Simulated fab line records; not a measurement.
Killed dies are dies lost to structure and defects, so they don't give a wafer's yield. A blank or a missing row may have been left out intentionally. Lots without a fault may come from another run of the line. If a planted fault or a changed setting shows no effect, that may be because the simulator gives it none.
Problem report in the 8D (eight disciplines) form, filled by code    flow n5_finfet    the parts of the form that need people (team, actions taken, sign-off) are left out

1. WHAT IS WRONG
Mean of bias_w at N5_BEOL_M6_ETCH_62: 116.5 W across 2 wafers in 2 lots; on wafers with no fault it is 150.1 W (standard deviation 0.41). That puts it -82 standard deviations away from the usual mean.
The step: etches SOC in N2/H2, target depth 110 nm, overetch 22 nm, time 165 s.
Seen first at day 13 12:35 on rie_diel-05, wafer L970.4. The record holds 33 wafers of 11 lots with a number at this step. By rule, "out" or "out of limits" means more than 4 standard deviations away from the usual mean. All remaining wafers that have a number are taken as sound.

2. WHAT IT IS, WHAT IT ISN'T
question                     is                 is not
which readings at this step  bias_w, rf_vpp_V   drypump_motor_current_A, oes_product_au, showerhead_plenum_p_Torr, throttle_valve_pct
which lots                   L970, L972         L950, L951, L952, L954, L956, L958, L959, L960, L961
which wafers of those lots   L970.4, L972.3     L970.1, L970.2, L972.5, L972.6
read on which tools          rie_diel-05        rie_diel-02, rie_diel-04
when                         from day 13 12:35  up to then (29 sound wafers); but 2 sound wafers of L972 came after

3. SUSPECTS, AND WHAT RULES EACH OUT
Counting: any tool at a process step up to the reading remains a suspect provided it ran every lot that is out. Sound lots after the first of them don't rule it out here, since some wafers of a struck lot are sound.
- pvd_sputter-02 at N5_BEOL_M5_ANNEAL_49 (time 1800 s): kept. It processed each lot that is out (first: L970, day 13 04:53); up to then, its last sound lot is L961 (day 11 06:13).
- rie_diel-05 at N5_BEOL_M6_ETCH_62 (etches SOC in N2/H2, target depth 110 nm, overetch 22 nm, time 165 s): kept. It processed each lot that is out (first: L970, day 13 12:35); up to then, its last sound lot is L960 (day 11 00:01). Its own bias_w, rf_vpp_V readings are out on those wafers.
- Within rie_diel-05 at N5_BEOL_M6_ETCH_62: the wafers that are out ran in chamber 0; their sound lot-mates ran in chambers 1, 2, 3.
After counting, pvd_sputter-02 at N5_BEOL_M5_ANNEAL_49 and rie_diel-05 at N5_BEOL_M6_ETCH_62 remain.

4. THE CAUSE (what the simulator had put in)
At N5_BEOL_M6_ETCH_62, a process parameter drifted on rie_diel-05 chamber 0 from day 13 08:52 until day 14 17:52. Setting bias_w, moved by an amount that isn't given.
After counting, 2 suspects remain, this tool included.

5. SEQUENCE OF EFFECTS, ordered by route
Each row: a reading whose mean over the struck wafers that have a number lies more than 3 standard deviations from the usual. Only readings for which the record gives a usual standard deviation are gone through. hours: the time from each lot's start at the first step in this table that gives one to its start at this step, as a median over the lots. sigmas: the change in usual standard deviations.
hours  step                reading   usual    on struck wafers  change  sigmas
0      N5_BEOL_M6_ETCH_62  bias_w    150.1 W  116.5             -33.6   -82
0      N5_BEOL_M6_ETCH_62  rf_vpp_V  524.4 V  448.4             -75.9   -30
Process steps it contains:
- N5_BEOL_M6_ETCH_62: etches SOC in N2/H2, target depth 110 nm, overetch 22 nm, time 165 s.

6. WHAT WOULD HAVE CAUGHT IT SOONER
The fault began at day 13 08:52; the first out-of-limits reading in this record came at day 13 12:35, 4 hours later.
